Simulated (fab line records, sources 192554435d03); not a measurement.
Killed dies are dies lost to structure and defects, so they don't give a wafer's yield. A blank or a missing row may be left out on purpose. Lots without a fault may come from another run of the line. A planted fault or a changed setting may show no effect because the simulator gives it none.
Chamber matching | flow n5_finfet | N5_BEOL_M0_SAQP_PECVD_04 on pecvd-01: 3 sister chambers
The step deposits a-Si from SiH4/He, target thk 60 nm, time 60.2 s. 6 wafers are shown with their chamber, then 9 later ones without.

WAFERS WITH THEIR CHAMBER
wafer  | chamber | throttle_valve_pct (%) | showerhead_vpp_V (V)
L085.2 | 0       | 19.4                   | 625
L088.4 | 0       | 19.4                   | 622
L088.6 | 1       | 18.8                   | 588
L089.2 | 1       | 19.0                   | 590
L089.3 | 2       | 16.0                   | 624
L089.5 | 2       | 16.2                   | 637

WAFERS WITHOUT THEIR CHAMBER
wafer  | throttle_valve_pct (%) | showerhead_vpp_V (V)
L090.3 | 19.4                   | 624
L090.4 | 19.5                   | 622
L090.5 | 18.7                   | 594
L093.1 | 16.0                   | 633
L093.4 | 18.8                   | 585
L093.6 | 19.2                   | 625
L097.2 | 16.4                   | 638
L097.3 | 19.7                   | 625
L097.4 | 16.4                   | 630

WHICH CHAMBER EACH WENT THROUGH
wafer  | from the rows above | in truth
L090.3 | 0                   | 0
L090.4 | 0                   | 0
L090.5 | 1                   | 1
L093.1 | 2                   | 2
L093.4 | 1                   | 1
L093.6 | 0                   | 0
L097.2 | 2                   | 2
L097.3 | 0                   | 0
L097.4 | 2                   | 2
Placed correctly: 9 of 9. Can't be placed from these rows: 0. Placed wrongly: 0.
How it was worked out, from the rows above alone: a wafer's distance from a chamber is the root of the sum, over the readings, of the square of ((its reading less the chamber's mean) divided by the reading's scatter). The wafer belongs to the nearest chamber; if the next one is less than 2 further off, it can't be placed. A chamber's mean is the mean of its shown wafers. The scatter: the root of (the sum of the squares of (reading less its chamber's mean) over the shown wafers, divided by (wafers less chambers)).
